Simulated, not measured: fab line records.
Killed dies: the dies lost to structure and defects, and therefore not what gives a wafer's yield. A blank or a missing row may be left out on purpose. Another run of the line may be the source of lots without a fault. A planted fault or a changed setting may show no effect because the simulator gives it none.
Matching of chambers + flow nand-harc + NHARC_A_STAIRCASE_TRIM_220 on rie-diel-01 has 4 sister chambers
The step chemistry O2, time 211.2 s. 8 wafers are shown with their chamber, then 7 later ones without.

== EACH WAFER AND ITS CHAMBER ==
| wafer  | chamber | showerhead-plenum-p-Torr (Torr) | rf-vpp-V (V) |
|--------|---------|---------------------------------|--------------|
| L075.5 | 1       | 3.68                            | 56.9         |
| L081.6 | 2       | 3.49                            | 57.2         |
| L083.1 | 2       | 3.49                            | 56.4         |
| L083.5 | 0       | 3.57                            | 58.7         |
| L085.1 | 1       | 3.65                            | 57.4         |
| L085.6 | 3       | 3.34                            | 57.5         |
| L084.1 | 3       | 3.34                            | 57.6         |
| L084.3 | 0       | 3.56                            | 59.2         |

== WAFERS WITH NO CHAMBER GIVEN ==
| wafer  | showerhead-plenum-p-Torr (Torr) | rf-vpp-V (V) |
|--------|---------------------------------|--------------|
| L084.6 | 3.49                            | 57.1         |
| L091.4 | 3.64                            | 57.0         |
| L091.5 | 3.33                            | 57.9         |
| L091.6 | 3.48                            | 56.0         |
| L096.2 | 3.47                            | 58.6         |
| L096.5 | 3.54                            | 57.8         |
| L096.6 | 3.32                            | 59.2         |

== WHICH CHAMBER EACH ONE RAN IN ==
| wafer  | from the rows above     | in truth |
|--------|-------------------------|----------|
| L084.6 | 2                       | 2        |
| L091.4 | 1                       | 1        |
| L091.5 | 3                       | 3        |
| L091.6 | 2                       | 2        |
| L096.2 | 2                       | 2        |
| L096.5 | can't be placed: 0 or 2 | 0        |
| L096.6 | 3                       | 3        |
Correctly placed: 6 of 7. Cannot be placed on the basis of these rows: 1; the candidates contain the true chamber in 1. 0 placed wrongly.
How it was worked out, from the rows above alone: a wafer's distance from a chamber is the root of the sum, over the readings, of the square of ((its reading less the chamber's mean) divided by the reading's scatter). If the next closest chamber is less than 2 further off than the closest, the wafer can't be placed; otherwise it belongs to the closest. For every chamber, the mean is computed from those of its wafers that are shown. How the scatter is found: for the shown wafers, subtract from each reading the mean of its chamber, square and add these, divide the total by (wafers less chambers), then take the root.
